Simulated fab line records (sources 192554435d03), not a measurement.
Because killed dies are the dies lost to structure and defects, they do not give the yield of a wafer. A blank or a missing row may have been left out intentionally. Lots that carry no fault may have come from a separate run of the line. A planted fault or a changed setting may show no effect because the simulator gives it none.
fab line records	flow n5-finfet
record lots=11	wafers=31	last-day=18
route steps=1938 shown BEOL_M14@1764 BEOL_M15@1789 PASSIVATION@1936
lots with no fault: from the same line, run without faults
start-h: hours from the record's opening day to when the first of the lot's shown wafers began	wait-h: hours elapsed since this lot's preceding step	" identical to the entry in the row above	L1.1+2: a single row standing in for several wafers	- either no value or no given start	* or withheld: withheld	< > ~ a bound
route shown NAME@n: names a module that has steps shown in the file, with the first one's number in the route	usual: mean/standard deviation of fault-free wafers	same: alike in all rows	chamber/n: place in a boat	sites: per-site readings	_std_site: standard deviation across them	_edge_site: mean of outer sites minus mean of inner sites	radius-mm: for every site, how far away it sits from the centre of the wafer	mask NAME#n: copy n	behind: tool/chamber where the wafer was last shaped	hold: reason for holding the lot/hours on hold/outcome of the hold	device: which transistor (n, p or np) failed to switch	end of line: the same wafers' tests at the end of the route	a step given without rows: its recipe and nothing more	killed: at the first sort, the dies lost to defects and structure; wafer yield is something else	map: per-die view of a wafer (x killed, . not killed, _ where there is no die)
set.NAME: the run value of the setting; set.NAME@STEP: its run value at that earlier step	model.NAME: the simulator's own value behind a step, which no gauge read
one table for each step of the route and one row for each wafer, over a sample of lots
services: the hour from which a tool's chamber was out of use, counted from the record's first day as start-h (under 0 if before that day), plus the number of hours and why
## steps
# step N5_BEOL_M14_SPUTTER_45
# recipe material=Cu	target-thk-a=1000	temp-c=-20	bias-v=60	power-w=26000	chamber-pressure-pa=0.13	time-s=16.67
# usual bias-v=60.0/0.56	chuck-gas-flow-sccm=1.28/0.047	susceptor-temp-C=-20.00/0.11	throttle-valve-pct=30.2/1.4
lot.wafer	tool	chamber	start-h	wait-h	bias-v	chuck-gas-flow-sccm	susceptor-temp-C	throttle-valve-pct
L552.2	pvd-sputter-03	-	245.12	0.0	59.8	1.27	-19.97	29.0
L552.3	"	-	"	"	58.9	1.39	-19.90	29.7
L552.4	"	-	"	"	61.3	1.22	-19.92	30.3
L553.1	pvd-sputter-02	-	251.66	0.0	59.8	1.28	-20.12	30.2
L553.2	"	-	"	"	59.5	1.34	-19.87	28.3
L553.3	"	-	"	"	60.3	1.28	-19.92	29.9
L554.1	pvd-sputter-02	-	254.14	0.0	60.7	1.33	-20.09	30.3
L554.2	"	-	"	"	59.6	1.22	-20.18	30.2
L554.5	"	-	"	"	60.4	1.28	-20.04	30.3
L555.3	pvd-sputter-02	-	259.18	0.0	59.5	1.21	-19.85	30.5
L555.4	"	-	"	"	60.5	1.37	-20.10	33.2
L555.6	"	-	"	"	59.9	1.29	-19.95	28.1
L556.4	pvd-sputter-03	-	276.81	0.0	59.2	1.24	-20.10	30.5
L556.5	"	-	"	"	59.5	1.24	-19.97	30.0
L556.6	"	-	"	"	59.3	1.26	-19.96	30.5
L557.2	pvd-sputter-01	-	278.93	0.0	60.0	1.27	-20.14	31.0
L557.3	"	-	"	"	59.5	1.25	-20.08	30.6
L557.6	"	-	"	"	60.5	1.35	-20.09	29.6
L560.2	pvd-sputter-02	-	288.66	0.0	59.8	1.20	-20.02	33.1
L560.4	"	-	"	"	60.0	1.30	-19.99	30.3
L560.5	"	-	"	"	60.1	1.26	-19.95	28.0
L562.1	pvd-sputter-03	-	297.40	0.0	59.2	1.28	-19.85	28.9
L562.5	"	-	"	"	59.4	1.31	-20.06	28.8
L562.6	"	-	"	"	59.8	1.24	-20.16	31.1
L563.2	pvd-sputter-02	-	311.02	0.0	59.3	1.36	-20.08	32.9
L563.4	"	-	"	"	59.9	1.23	-20.00	30.3
L563.5	"	-	"	"	58.9	1.29	-20.07	33.0
L574.1	pvd-sputter-02	-	395.74	0.0	61.0	1.31	-19.98	28.0
L575.2	pvd-sputter-03	-	408.69	0.0	60.7	1.19	-19.98	29.1
L575.4	"	-	"	"	60.0	1.24	-20.01	30.5
L575.5	"	-	"	"	59.7	1.31	-19.86	29.1
# step N5_BEOL_M15_STRIP_63
# recipe chemistry=O2	power-w=600	temp-c=60	pressure-mtorr=30	rf-frequency-hz=6e+07	bias-power-w=0	overash-fraction=0.3	o2-flow-sccm=225
# usual chamber-pressure-mTorr=30.00/0.043	drypump-motor-current-A=5.9/0.35	oes-product-au=0.80/0.085	rf-vpp-V=3.7/0.7	showerhead-plenum-p-Torr=2.10/0.04	throttle-valve-pct=16.66/0.24
lot.wafer	tool	chamber	start-h	wait-h	chamber-pressure-mTorr	drypump-motor-current-A	oes-product-au	rf-hours-counter-h	rf-vpp-V	showerhead-plenum-p-Torr	throttle-valve-pct
L552.2	rie-diel-01	2	-	-	29.99	5.5	0.67	237	3.3	2.16	17.04
L552.3	"	0	"	"	29.98	6.3	0.95	11	4.5	2.15	16.23
L552.4	"	2	"	"	30.00	5.5	0.66	-	3.7	2.16	17.04
L553.1	rie-diel-02	1	-	-	30.07	6.4	0.72	197	4.0	2.07	16.92
L553.2	"	2	"	"	30.00	6.3	0.92	30	4.1	2.13	16.68
L553.3	"	3	"	"	29.99	5.6	0.73	169	3.3	2.09	16.49
L554.1	rie-diel-02	1	-	-	30.00	6.4	0.73	198	4.0	2.07	16.94
L554.2	"	3	"	"	29.95	5.6	0.72	170	5.9	2.09	16.47
L554.5	"	3	"	"	30.00	5.6	0.71	-	5.1	2.09	16.48
L555.3	rie-diel-05	2	-	-	30.03	5.5	0.80	86	3.5	2.12	16.62
L555.4	"	0	"	"	30.04	6.1	0.84	66	3.0	2.13	16.81
L555.6	"	0	"	"	30.05	6.1	0.83	-	3.6	2.13	16.80
L556.4	rie-diel-05	0	-	-	30.02	6.1	0.84	71	4.4	2.13	16.81
L556.5	"	2	"	"	29.96	5.5	0.79	-	5.3	2.12	16.64
L556.6	"	1	"	"	30.08	5.8	0.84	-	3.7	2.12	16.32
L557.2	rie-diel-02	3	-	-	29.99	5.6	0.72	177	3.7	2.09	16.51
L557.3	"	2	"	"	29.98	6.3	0.90	38	5.1	2.13	16.66
L557.6	"	3	"	"	30.03	5.6	0.72	-	3.1	2.09	16.53
L560.2	rie-diel-02	1	-	-	29.97	6.4	0.70	210	4.0	2.07	16.96
L560.4	"	3	"	"	30.00	5.7	0.70	180	3.9	2.09	16.53
L560.5	"	0	"	"	29.94	5.4	0.77	-	4.3	2.10	16.62
L562.1	rie-diel-01	1	-	-	30.03	5.9	0.94	15	3.7	2.05	16.35
L562.5	"	3	"	"	30.02	5.8	0.76	-	4.4	2.01	16.96
L562.6	"	0	"	"	30.03	6.3	0.91	-	2.6	2.14	16.25
L563.2	rie-diel-02	3	-	-	30.02	5.7	0.70	187	4.5	2.08	16.53
L563.4	"	0	"	"	30.09	5.4	0.76	122	3.6	2.10	16.63
L563.5	"	1	"	"	30.03	6.4	0.71	-	2.5	2.07	16.97
L574.1	rie-diel-02	1	-	-	30.02	6.3	0.70	244	2.9	2.06	16.99
L575.2	rie-diel-05	2	-	-	29.99	5.5	0.75	126	3.4	2.11	16.69
L575.4	"	1	"	"	30.07	5.9	0.80	99	3.7	2.11	16.38
L575.5	"	1	"	"	29.95	5.9	0.81	-	4.3	2.11	16.37
# step N5_BEOL_M15_CD_MEAS_17
# recipe target-cd-nm=360	polarity=opening
# usual cd-nm=361.6/1.4
lot.wafer	tool	chamber	start-h	wait-h	cd-nm
L552.2	cd-sem-02	-	247.36	0.0	361.3
L552.3	"	-	"	"	362.6
L552.4	"	-	"	"	362.2
L553.1	cd-sem-02	-	254.48	0.0	363.7
L553.2	"	-	"	"	363.9
L553.3	"	-	"	"	363.7
L554.1	cd-sem-01	-	256.56	0.0	360.9
L554.2	"	-	"	"	359.1
L554.5	"	-	"	"	360.6
L555.3	cd-sem-03	-	261.87	0.0	360.4
L555.4	"	-	"	"	361.5
L555.6	"	-	"	"	361.8
L556.4	cd-sem-02	-	279.04	0.0	361.3
L556.5	"	-	"	"	360.1
L556.6	"	-	"	"	360.8
L557.2	cd-sem-02	-	281.28	0.0	359.0
L557.3	"	-	"	"	360.7
L557.6	"	-	"	"	357.9
L560.2	cd-sem-01	-	291.42	0.0	362.1
L560.4	"	-	"	"	362.9
L560.5	"	-	"	"	363.0
L562.1	cd-sem-01	-	299.79	0.0	361.5
L562.5	"	-	"	"	363.3
L562.6	"	-	"	"	360.7
L563.2	cd-sem-02	-	313.67	0.0	363.9
L563.4	"	-	"	"	362.5
L563.5	"	-	"	"	365.3
L574.1	cd-sem-02	-	397.97	0.0	359.4
L575.2	cd-sem-03	-	411.09	0.0	359.5
L575.4	"	-	"	"	361.9
L575.5	"	-	"	"	359.8
# step N5_BEOL_M15_ETCH_57
# recipe chemistry=N2/H2	target=SOC	source-w=3000	bias-w=350	time-s=750	ion-energy-ev=200	pressure-mtorr=30	n2-flow-sccm=200	h2-flow-sccm=200
# usual chamber-pressure-mTorr=29.999/0.03	drypump-motor-current-A=5.9/0.32	oes-product-au=0.82/0.087	rf-vpp-V=524.1/1.8	showerhead-plenum-p-Torr=2.55/0.052	throttle-valve-pct=17.73/0.29
lot.wafer	tool	chamber	start-h	wait-h	chamber-pressure-mTorr	drypump-motor-current-A	oes-product-au	rf-hours-counter-h	rf-vpp-V	showerhead-plenum-p-Torr	throttle-valve-pct
L552.2	rie-diel-05	1	247.49	-	29.960	5.9	0.86	55	525.5	2.57	17.33
L552.3	"	0	"	"	29.973	6.1	0.84	62	524.4	2.58	17.89
L552.4	"	3	"	"	30.015	6.0	0.68	241	526.6	2.62	17.88
L553.1	rie-diel-01	1	254.58	-	30.006	5.9	0.99	0	521.5	2.50	17.40
L553.2	"	3	"	"	29.980	5.8	0.77	139	519.9	2.45	18.06
L553.3	"	2	"	"	29.971	5.5	0.66	239	525.6	2.61	18.16
L554.1	rie-diel-02	2	256.82	-	30.028	6.3	0.90	31	524.4	2.59	17.68
L554.2	"	3	"	"	30.021	5.7	0.73	170	522.9	2.54	17.62
L554.5	"	2	"	"	29.976	6.3	0.90	-	525.8	2.59	17.69
L555.3	rie-diel-05	0	261.97	-	29.976	6.1	0.83	66	523.4	2.58	17.91
L555.4	"	2	"	"	30.017	5.5	0.79	86	525.8	2.57	17.72
L555.6	"	3	"	"	30.016	6.0	0.67	-	525.7	2.62	17.88
L556.4	rie-diel-01	0	279.14	-	30.031	6.3	0.92	20	526.2	2.59	17.28
L556.5	"	2	"	"	29.964	5.5	0.66	-	525.8	2.61	18.17
L556.6	"	1	"	"	30.027	6.0	0.95	-	524.5	2.50	17.41
L557.2	rie-diel-02	3	281.38	-	29.988	5.6	0.72	177	523.2	2.53	17.62
L557.3	"	2	"	"	29.935	6.3	0.90	38	526.3	2.58	17.69
L557.6	"	1	"	"	29.982	6.4	0.71	-	523.7	2.52	18.18
L560.2	rie-diel-01	0	291.56	-	30.010	6.3	0.91	24	523.8	2.59	17.27
L560.4	"	3	"	"	29.945	5.8	0.75	-	523.1	2.44	18.09
L560.5	"	0	"	"	29.978	6.3	0.91	-	524.2	2.59	17.28
L562.1	rie-diel-02	3	299.89	-	30.027	5.7	0.72	183	523.9	2.53	17.64
L562.5	"	3	"	"	30.061	5.7	0.71	-	523.3	2.53	17.64
L562.6	"	0	"	"	29.991	5.5	0.77	-	524.3	2.56	17.80
L563.2	rie-diel-01	1	313.82	-	30.004	5.9	0.91	20	523.1	2.49	17.44
L563.4	"	3	"	"	29.961	5.8	0.75	-	521.6	2.44	18.09
L563.5	"	2	"	"	29.997	5.5	0.99	-	527.3	2.61	17.73
L574.1	rie-diel-01	0	398.07	-	29.969	6.3	1.22	57	524.9	2.58	17.32
L575.2	rie-diel-02	2	411.21	-	30.056	6.3	0.84	78	524.1	2.57	17.75
L575.4	"	3	"	"	29.947	5.7	0.69	213	523.2	2.52	17.69
L575.5	"	1	"	"	29.980	6.3	0.68	-	522.5	2.50	18.25
# step N5_PASSIVATION_PROBE_49
# usual defect-limited-yield=91.4/1.6	killed_at_M0_to_M3=34/12	killed_at_M4_up=13/5.2	killed-at-contacts=11/5.5	killed-at-front-end=40/13	killed-at-other=3.4/2.7	killed-dies=102/19	killed-open=66/15	killed-short=33/7.9	sort_bin_5_function=5.1/1.1	sort_bin_6_memory=3.2/0.7	sort-n-pass=1078/19	sort-yield-pct=91.4/1.6
# same gross-dies=1180	killed-at-back-side=0	sort_bin_4_leakage[%]=0	sort_bin_8_speed[%]=0
lot.wafer	tool	chamber	start-h	wait-h	defect-limited-yield[%]	killed_at_M0_to_M3	killed_at_M4_up	killed-at-contacts	killed-at-front-end	killed-at-other	killed-dies	killed-open	killed-short	sort_bin_5_function[%]	sort_bin_6_memory[%]	sort-n-pass	sort-yield-pct[%]
L552.2	prober-01	-	267.58	0.1	91.9	37	16	3	38	2	96	73	21	5.0	3.0	1084	91.9
L552.3	prober-01	-	267.63	0.2	93.0	20	18	11	34	0	83	54	23	4.2	2.3	1097	93.0
L552.4	prober-01	-	267.68	0.2	90.8	37	17	11	34	9	108	69	34	5.1	3.7	1072	90.8
L553.1	prober-01	-	272.85	0.0	90.4	28	14	19	49	3	113	70	38	5.1	3.9	1067	90.4
L553.2	prober-01	-	272.90	0.1	93.1	21	8	10	38	5	82	50	29	4.2	2.5	1098	93.1
L553.3	prober-01	-	272.95	0.1	93.2	15	7	14	42	2	80	42	37	3.9	2.6	1100	93.2
L554.1	prober-02	-	277.43	0.0	91.0	48	13	9	30	6	106	73	32	5.8	3.0	1074	91.0
L554.2	prober-02	-	277.48	0.1	93.4	21	12	13	25	7	78	54	20	3.8	2.8	1102	93.4
L554.5	prober-02	-	277.63	0.2	91.1	30	9	6	46	14	105	64	38	5.1	3.6	1075	91.1
L555.3	prober-01	-	281.98	0.1	90.8	32	17	13	40	7	109	73	36	4.9	3.9	1071	90.8
L555.4	prober-01	-	282.03	0.2	90.4	37	18	21	37	0	113	75	37	5.1	4.1	1067	90.4
L555.6	prober-01	-	282.13	0.3	89.9	51	15	20	28	5	119	85	34	6.2	3.7	1061	89.9
L556.4	prober-01	-	298.06	0.2	93.8	11	22	4	31	5	73	42	28	4.4	1.6	1107	93.8
L556.5	prober-01	-	298.11	0.2	94.4	16	15	3	29	3	66	41	22	3.2	2.4	1114	94.4
L556.6	prober-01	-	298.16	0.3	94.0	24	17	11	17	2	71	48	20	2.9	3.1	1109	94.0
L557.2	prober-01	-	302.38	0.1	92.8	22	8	4	44	7	85	45	40	4.3	2.8	1095	92.8
L557.3	prober-01	-	302.43	0.1	91.0	49	9	8	39	1	106	79	27	6.0	2.8	1074	91.0
L557.6	prober-01	-	302.58	0.3	93.6	29	15	6	23	2	75	40	34	3.4	2.8	1105	93.6
L560.2	prober-02	-	311.26	0.1	91.6	27	29	7	32	4	99	65	26	4.9	2.8	1081	91.6
L560.4	prober-02	-	311.36	0.2	90.5	51	14	10	28	9	112	66	43	4.7	4.5	1068	90.5
L560.5	prober-02	-	311.41	0.2	92.5	23	19	13	29	5	89	57	27	4.6	2.8	1091	92.5
L562.1	prober-02	-	321.67	0.0	91.8	36	13	5	36	7	97	60	32	5.3	2.7	1083	91.8
L562.5	prober-02	-	321.87	0.2	93.4	40	6	9	19	4	78	57	19	3.6	2.8	1102	93.4
L562.6	prober-02	-	321.92	0.3	89.8	44	10	13	47	6	120	76	44	6.4	3.6	1060	89.8
L563.2	prober-02	-	341.65	0.1	88.1	60	13	21	40	6	140	85	49	6.5	4.5	1040	88.1
L563.4	prober-02	-	341.75	0.2	86.8	63	22	25	43	3	156	92	58	7.9	4.5	1024	86.8
L563.5	prober-02	-	341.80	0.2	90.8	47	3	20	37	1	108	71	33	5.3	3.4	1072	90.8
L574.1	prober-01	-	417.66	0.0	89.9	36	9	14	52	8	119	82	35	5.1	4.0	1061	89.9
L575.2	prober-01	-	431.13	0.1	92.6	36	14	5	26	6	87	54	31	3.9	3.1	1093	92.6
L575.4	prober-01	-	431.23	0.2	91.3	38	18	11	34	2	103	59	36	5.1	2.4	1077	91.3
L575.5	prober-01	-	431.28	0.2	91.8	28	16	22	23	8	97	60	34	5.5	2.1	1083	91.8
# killed by level:class
L552.2 STI_FIN_REVEAL:geometric-particle:open=14 BEOL_M4:geometric-particle:open=11 BEOL_M3:geometric-particle:open=9 BEOL_M0_SAQP:geometric-particle:short=7 FIN_SAQP:geometric-particle:open=6 BEOL_M1:geometric-particle:open=6 BEOL_M2:geometric-particle:open=6 FIN_SAQP:geometric-particle:short=5
L552.3 MOL_CONTACT_COAG:geometric-particle:open=10 BEOL_M4:geometric-particle:open=8 DUMMY_GATE:geometric-particle:open=6 FIN_SAQP:geometric-particle:open=5 FIN_SAQP:geometric-particle:short=5 BEOL_M0_SAQP:geometric-particle:open=5 STARTING-WAFER:geometric-particle:short=4 HKMG_FIN:area-etch=4
L552.4 BEOL_M0_SAQP:geometric-particle:open=10 MOL_CONTACT_COAG:geometric-particle:open=9 BEOL_M0:geometric-particle:open=8 BEOL_M0_SAQP:geometric-particle:short=6 GATE_CUT:geometric-particle:short=5 BEOL_M2:geometric-particle:open=5 MIM_TOP:geometric-particle:open=5 FIN_SAQP:geometric-particle:short=4
L553.1 MOL_CONTACT_COAG:geometric-particle:open=13 DUMMY_GATE:geometric-particle:open=11 GATE_CUT:geometric-particle:open=9 BEOL_M0_SAQP:geometric-particle:short=9 BEOL_M0_SAQP:geometric-particle:open=8 FIN_SAQP:geometric-particle:short=7 GATE_CUT:geometric-particle:short=6 BEOL_M2:geometric-particle:open=6
L553.2 STI_FIN_REVEAL:geometric-particle:open=10 FIN_SAQP:geometric-particle:short=8 BEOL_M0_SAQP:geometric-particle:open=6 DUMMY_GATE:geometric-particle:open=5 MOL_CONTACT_COAG:geometric-particle:open=5 BEOL_M0_SAQP:geometric-particle:short=5 FIN_SAQP:geometric-particle:open=4 MOL_CONTACT_COAG:geometric-particle:short=4
L553.3 FIN_SAQP:geometric-particle:short=13 MOL_CONTACT_COAG:geometric-particle:open=10 GATE_CUT:geometric-particle:short=6 FIN_SAQP:geometric-particle:open=5 GATE_CUT:geometric-particle:open=5 DUMMY_GATE:geometric-particle:open=4 MOL_CONTACT_COAG:geometric-particle:short=4 BEOL_M1:geometric-particle:open=4
L554.1 BEOL_M2:geometric-particle:open=19 DUMMY_GATE:geometric-particle:open=7 STI_FIN_REVEAL:geometric-particle:open=6 MOL_CONTACT_COAG:geometric-particle:open=6 BEOL_M2:geometric-particle:short=6 BEOL_M1:geometric-particle:open=5 BEOL_M3:geometric-particle:open=5 BEOL_M0_SAQP:geometric-particle:short=4
L554.2 MOL_CONTACT_COAG:geometric-particle:open=10 BEOL_M4:geometric-particle:open=7 STI_FIN_REVEAL:geometric-particle:open=6 BEOL_M0:geometric-particle:open=6 GATE_CUT:geometric-particle:open=4 BEOL_M1:geometric-particle:open=4 BEOL_M2:geometric-particle:open=4 ILD0:geometric-particle:open=3
L554.5 STI_FIN_REVEAL:geometric-particle:open=9 BEOL_M0_SAQP:geometric-particle:short=9 DUMMY_GATE:geometric-particle:open=7 BEOL_M4:geometric-particle:open=7 FIN_SAQP:geometric-particle:open=6 FIN_SAQP:geometric-particle:short=6 MOL_CONTACT_COAG:geometric-particle:open=5 PASS1_CAP:geometric-particle:short=5
L555.3 STI_FIN_REVEAL:geometric-particle:open=14 BEOL_M4:geometric-particle:open=10 MOL_CONTACT_COAG:geometric-particle:open=8 BEOL_M2:geometric-particle:open=8 FIN_SAQP:geometric-particle:short=7 BEOL_M0_SAQP:geometric-particle:open=6 BEOL_M0_SAQP:geometric-particle:short=6 MOL_CONTACT_COAG:geometric-particle:short=5
L555.4 MOL_CONTACT_COAG:geometric-particle:open=16 STI_FIN_REVEAL:geometric-particle:open=15 BEOL_M4:geometric-particle:open=10 BEOL_M0_SAQP:geometric-particle:open=9 BEOL_M2:geometric-particle:open=8 BEOL_M0_SAQP:geometric-particle:short=7 STI_FIN_REVEAL:geometric-particle:short=5 MOL_CONTACT_COAG:geometric-particle:short=5
L555.6 MOL_CONTACT_COAG:geometric-particle:open=18 BEOL_M0_SAQP:geometric-particle:open=16 BEOL_M0_SAQP:geometric-particle:short=13 STI_FIN_REVEAL:geometric-particle:open=11 BEOL_M2:geometric-particle:open=9 BEOL_M4:geometric-particle:open=8 BEOL_M3:geometric-particle:open=6 STI_FIN_REVEAL:geometric-particle:short=4
L556.4 STI_FIN_REVEAL:geometric-particle:open=9 BEOL_M4:geometric-particle:open=8 GATE_CUT:geometric-particle:short=5 STI_FIN_REVEAL:geometric-particle:short=4 STARTING-WAFER:geometric-particle:short=4 GATE_CUT:geometric-particle:open=3 MOL_CONTACT_COAG:geometric-particle:open=3 BEOL_M0_SAQP:geometric-particle:short=3
L556.5 FIN_SAQP:geometric-particle:short=6 DUMMY_GATE:geometric-particle:open=6 BEOL_M1:geometric-particle:open=6 STI_FIN_REVEAL:geometric-particle:open=4 BEOL_M2:geometric-particle:open=4 BEOL_M4:geometric-particle:open=4 BEOL_M4:geometric-particle:short=4 GATE_CUT:geometric-particle:short=3
L556.6 MOL_CONTACT_COAG:geometric-particle:open=9 BEOL_M2:geometric-particle:open=6 BEOL_M0_SAQP:geometric-particle:open=5 BEOL_M2:geometric-particle:short=5 BEOL_M4:geometric-particle:open=5 BEOL_M0_SAQP:geometric-particle:short=4 BEOL_M1:geometric-particle:open=4 STARTING-WAFER:geometric-particle:open=3
L557.2 FIN_SAQP:geometric-particle:short=9 BEOL_M0_SAQP:geometric-particle:short=9 STI_FIN_REVEAL:geometric-particle:open=8 FIN_SAQP:geometric-particle:open=5 BEOL_M0_SAQP:geometric-particle:open=5 GATE_CUT:geometric-particle:short=4 MOL_CONTACT_COAG:geometric-particle:open=4 BEOL_M2:geometric-particle:open=4
L557.3 FIN_SAQP:geometric-particle:open=18 BEOL_M0_SAQP:geometric-particle:open=18 BEOL_M0_SAQP:geometric-particle:short=12 FIN_SAQP:geometric-particle:short=7 MOL_CONTACT_COAG:geometric-particle:open=7 BEOL_M3:geometric-particle:open=6 BEOL_M1:geometric-particle:open=5 BEOL_M2:geometric-particle:open=5
L557.6 BEOL_M0_SAQP:geometric-particle:short=11 BEOL_M0_SAQP:geometric-particle:open=8 BEOL_M4:geometric-particle:open=6 FIN_SAQP:geometric-particle:short=4 STI_FIN_REVEAL:geometric-particle:open=4 GATE_CUT:geometric-particle:short=4 MOL_CONTACT_COAG:geometric-particle:open=4 FIN_SAQP:geometric-particle:open=3
L560.2 BEOL_M4:geometric-particle:open=10 BEOL_M0_SAQP:geometric-particle:open=9 FIN_SAQP:geometric-particle:open=7 MOL_CONTACT_COAG:geometric-particle:open=6 BEOL_M5:geometric-particle:open=6 BEOL_M0_SAQP:geometric-particle:short=5 BEOL_M0:geometric-particle:open=5 DUMMY_GATE:geometric-particle:open=4
L560.4 BEOL_M0_SAQP:geometric-particle:short=24 BEOL_M0_SAQP:geometric-particle:open=18 MOL_CONTACT_COAG:geometric-particle:open=10 BEOL_M4:geometric-particle:open=7 STI_FIN_REVEAL:geometric-particle:open=5 DUMMY_GATE:geometric-particle:open=5 FIN_SAQP:geometric-particle:open=4 GATE_CUT:geometric-particle:short=3
L560.5 MOL_CONTACT_COAG:geometric-particle:open=10 BEOL_M0_SAQP:geometric-particle:open=8 STI_FIN_REVEAL:geometric-particle:open=7 BEOL_M0_SAQP:geometric-particle:short=7 BEOL_M4:geometric-particle:open=6 STARTING-WAFER:geometric-particle:short=6 DUMMY_GATE:geometric-particle:open=4 MOL_CONTACT_COAG:geometric-particle:short=3
L562.1 BEOL_M2:geometric-particle:open=12 FIN_SAQP:geometric-particle:short=6 BEOL_M1:geometric-particle:open=6 STARTING-WAFER:geometric-particle:short=6 FIN_SAQP:geometric-particle:open=5 STI_FIN_REVEAL:geometric-particle:open=5 BEOL_M3:geometric-particle:open=5 MOL_CONTACT_COAG:geometric-particle:open=4
L562.5 BEOL_M0_SAQP:geometric-particle:open=11 BEOL_M0_SAQP:geometric-particle:short=10 BEOL_M1:geometric-particle:open=10 STI_FIN_REVEAL:geometric-particle:open=7 MOL_CONTACT_COAG:geometric-particle:open=7 DUMMY_GATE:geometric-particle:open=4 BEOL_M2:geometric-particle:open=3 FIN_SAQP:geometric-particle:open=2
L562.6 BEOL_M0_SAQP:geometric-particle:open=15 BEOL_M0_SAQP:geometric-particle:short=12 FIN_SAQP:geometric-particle:open=11 MOL_CONTACT_COAG:geometric-particle:open=11 FIN_SAQP:geometric-particle:short=7 STI_FIN_REVEAL:geometric-particle:open=7 ILD0:geometric-particle:short=7 BEOL_M2:geometric-particle:open=6
L563.2 BEOL_M0_SAQP:geometric-particle:open=19 MOL_CONTACT_COAG:geometric-particle:open=16 BEOL_M0_SAQP:geometric-particle:short=16 BEOL_M2:geometric-particle:open=8 BEOL_M3:geometric-particle:open=7 FIN_SAQP:geometric-particle:short=6 FIN_SAQP:geometric-particle:open=5 MOL_CONTACT_COAG:geometric-particle:short=5
L563.4 BEOL_M0_SAQP:geometric-particle:short=22 MOL_CONTACT_COAG:geometric-particle:open=18 BEOL_M4:geometric-particle:open=13 BEOL_M0_SAQP:geometric-particle:open=12 BEOL_M2:geometric-particle:open=12 FIN_SAQP:geometric-particle:short=10 FIN_SAQP:geometric-particle:open=8 GATE_CUT:geometric-particle:short=7
L563.5 MOL_CONTACT_COAG:geometric-particle:open=18 BEOL_M2:geometric-particle:open=17 BEOL_M0_SAQP:geometric-particle:open=10 BEOL_M0_SAQP:geometric-particle:short=10 STI_FIN_REVEAL:geometric-particle:open=6 GATE_CUT:geometric-particle:open=5 FIN_SAQP:geometric-particle:short=4 ILD0:geometric-particle:short=4
L574.1 MOL_CONTACT_COAG:geometric-particle:open=11 FIN_SAQP:geometric-particle:short=9 BEOL_M1:geometric-particle:open=9 BEOL_M2:geometric-particle:open=9 FIN_SAQP:geometric-particle:open=8 STI_FIN_REVEAL:geometric-particle:open=8 BEOL_M3:geometric-particle:open=8 DUMMY_GATE:geometric-particle:open=6
L575.2 BEOL_M3:geometric-particle:open=11 BEOL_M0_SAQP:geometric-particle:short=8 FIN_SAQP:geometric-particle:short=6 BEOL_M0_SAQP:geometric-particle:open=6 STI_FIN_REVEAL:geometric-particle:open=5 BEOL_M1:geometric-particle:open=5 BEOL_M4:geometric-particle:open=5 FIN_SAQP:geometric-particle:open=4
L575.4 BEOL_M0_SAQP:geometric-particle:short=15 MOL_CONTACT_COAG:geometric-particle:open=10 BEOL_M0_SAQP:geometric-particle:open=10 HKMG_FIN:area-etch=7 BEOL_M4:geometric-particle:open=6 FIN_SAQP:geometric-particle:short=5 BEOL_M3:geometric-particle:open=5 ILD0:geometric-particle:short=4
L575.5 MOL_CONTACT_COAG:geometric-particle:open=13 BEOL_M4:geometric-particle:open=12 BEOL_M0_SAQP:geometric-particle:short=11 MOL_CONTACT_COAG:geometric-particle:short=9 BEOL_M0_SAQP:geometric-particle:open=6 BEOL_M3:geometric-particle:open=5 GATE_CUT:geometric-particle:open=4 STARTING-WAFER:geometric-particle:short=3
## services
tool	chamber	start-h	hours	kind
rie-diel-01	1	233.89	-	clean
rie-diel-01	1	233.89	-	consumable-replace:focus-ring
rie-diel-01	1	233.89	18.3	scheduled-down
rie-diel-01	1	233.89	18.3	vent-cycle
rie-diel-02	-	275.29	0.6	repair
rie-diel-05	3	281.88	-	clean
rie-diel-01	2	290.98	-	clean
rie-diel-01	2	290.98	-	consumable-replace:focus-ring
rie-diel-01	2	290.98	20.7	scheduled-down
rie-diel-01	2	290.98	20.7	vent-cycle
rie-diel-02	-	303.01	0.5	repair
rie-diel-01	0	311.36	5.4	repair
pvd-sputter-02	-	335.43	2.0	repair
rie-diel-01	-	338.55	0.3	repair
rie-diel-02	2	361.69	4.1	repair
rie-diel-05	-	374.94	0.4	repair
rie-diel-02	3	376.49	1.6	repair
rie-diel-01	1	377.45	5.0	repair
rie-diel-01	3	382.03	6.1	repair
rie-diel-05	-	385.19	14.6	pm
pvd-sputter-01	-	386.04	5.3	repair
rie-diel-02	3	395.22	12.3	repair
rie-diel-01	2	400.15	2.8	repair
rie-diel-01	-	402.16	1.0	repair
## key
first-sign step=N5_BEOL_M15_ETCH_57	reading=oes-product-au	direction=up	sigmas=4.6	usual=0.82	struck=1.22
effect none on later readings
met-at N5_BEOL_M15_ETCH_57
struck-lots L574
struck-wafers L574.1
not-acting-at N5_BEOL_M14_SPUTTER_45,N5_BEOL_M15_STRIP_63,N5_BEOL_M15_CD_MEAS_17
onset-between 313.82 398.07
fault kind=process-parameter-drift	tool=rie-diel-01	chamber=-	onset-h=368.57	steps=N5_BEOL_M15_ETCH_57	channel=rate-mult	offset=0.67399	shape=step	end-h=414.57	scope=struck-wafers-only
